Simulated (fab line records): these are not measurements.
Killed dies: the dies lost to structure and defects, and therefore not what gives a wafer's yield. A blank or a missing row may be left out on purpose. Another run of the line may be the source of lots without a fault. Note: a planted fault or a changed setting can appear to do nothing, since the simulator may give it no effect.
Struck lot and sound lot, side by side :: flow n5 finfet :: 14 out of 1938 route steps
Sound: these wafers, L747.2, L747.3, L747.6. Struck: wafer L745.3. (L745.4, L745.6 of the same lot were not struck and are left out.) The cause comes at the end.
For every step that has rows: the tool of each side, followed by ch and its chambers, followed by its first start. Under that, the readings that differ: sound wafers :: struck wafers :: difference of the means :: sigmas: that difference in standard deviations of wafers without a fault.
alike: readings whose means differ by less than 2 such deviations, and words and numbers that are the same on both sides. not compared: withheld readings, readings that some wafer has no value for, bounds like >300 that may hide the same value, and numbers for which the record gives no deviation and whose values overlap.
Wherever a step has rows on one side only, a row that says differs or no value, or a row with sigmas, the two part there. Non-overlapping numbers with no deviation appear without sigmas and do not part them. Lack of a reading on every wafer of one side parts them only where that side has two or more wafers.

first, 8 steps without rows for these wafers: N5_PASSIVATION_HMDS_37 (time 60 s); N5_PASSIVATION_COAT_38; N5_PASSIVATION_EBR_40; N5_PASSIVATION_SOFTBAKE_39 (time 120 s); N5_PASSIVATION_EXPOSE_41 (exposes mask PASS OPEN, defocus 0 nm, target cd 40000 nm); N5_PASSIVATION_PEB_42; N5_PASSIVATION_DEVELOP_43 (develop time 60 s); N5_PASSIVATION_HARDBAKE_45 (time 120 s).
N5_PASSIVATION_CD_MEAS_44 targets a cd of 40000 nm.
  sound on cd sem-03 ch 0, day 17 06:14; struck on cd sem-01 ch 0, day 16 20:50
  alike: cd nm
N5_PASSIVATION_OVL_MEAS_66:
  sound on overlay-01 ch 0, day 17 06:16; struck on overlay-02 ch 0, day 16 20:51
  alike: PASS_OPEN_OVL
N5_PASSIVATION_INSPECT_67: inspects for defects (macro).
  struck on defect inspect-02, day 16 20:53; sound on defect inspect-02, day 17 06:17
  alike: raw defect count
N5_PASSIVATION_DESCUM_46: chemistry O2, time 7.9 s.
  sound on rie diel-05 ch 0,3, day 17 06:42; struck on rie diel-06 ch 1, day 16 20:55
reading: throttle valve pct (%)
sound: 20.79 20.18 20.17
struck: 20.89
difference: +0.51
sigmas: +2
  alike: drypump motor current A, oes product au, rf vpp V, showerhead plenum p Torr, temp c
  not compared: rf hours counter h
N5_PASSIVATION_PASS_ETCH_47: etches SiNx in CF4/O2, target depth 770 nm, time 385 s.
  sound on rie diel-05 ch 0,3, day 17 06:44; struck on rie diel-06 ch 1, day 16 20:57
reading: oes product au (a.u.)
sound: 0.70 0.86 0.86
struck: 0.62
difference: -0.19
sigmas: -2

reading: model.etch.depth nm (nm)
sound: 791.2 758.7 756.5
struck: 436.9
difference: -331.9
sigmas: 
  alike: drypump motor current A, rf vpp V, showerhead plenum p Torr, throttle valve pct
  not compared: rf hours counter h
N5_PASSIVATION_ETCH_54: etches SiO2 in CHF3/O2, target depth 880 nm, time 440 s.
  sound on rie diel-05 ch 0,3, day 17 06:58; struck on rie diel-06 ch 1, day 16 21:10
reading: oes product au (a.u.)
sound: 0.71 0.87 0.86
struck: 0.54
difference: -0.27
sigmas: -3

reading: rf vpp V (V)
sound: 522 513 513
struck: 535
difference: +19
sigmas: +2
  alike: CHF3_flow_sccm, drypump motor current A, showerhead plenum p Torr, throttle valve pct
  not compared: rf hours counter h

## WHERE THEY PART
At N5_PASSIVATION_DESCUM_46 first; at N5_PASSIVATION_ETCH_54 last (within this record only).

WHY: the cause the simulator had injected
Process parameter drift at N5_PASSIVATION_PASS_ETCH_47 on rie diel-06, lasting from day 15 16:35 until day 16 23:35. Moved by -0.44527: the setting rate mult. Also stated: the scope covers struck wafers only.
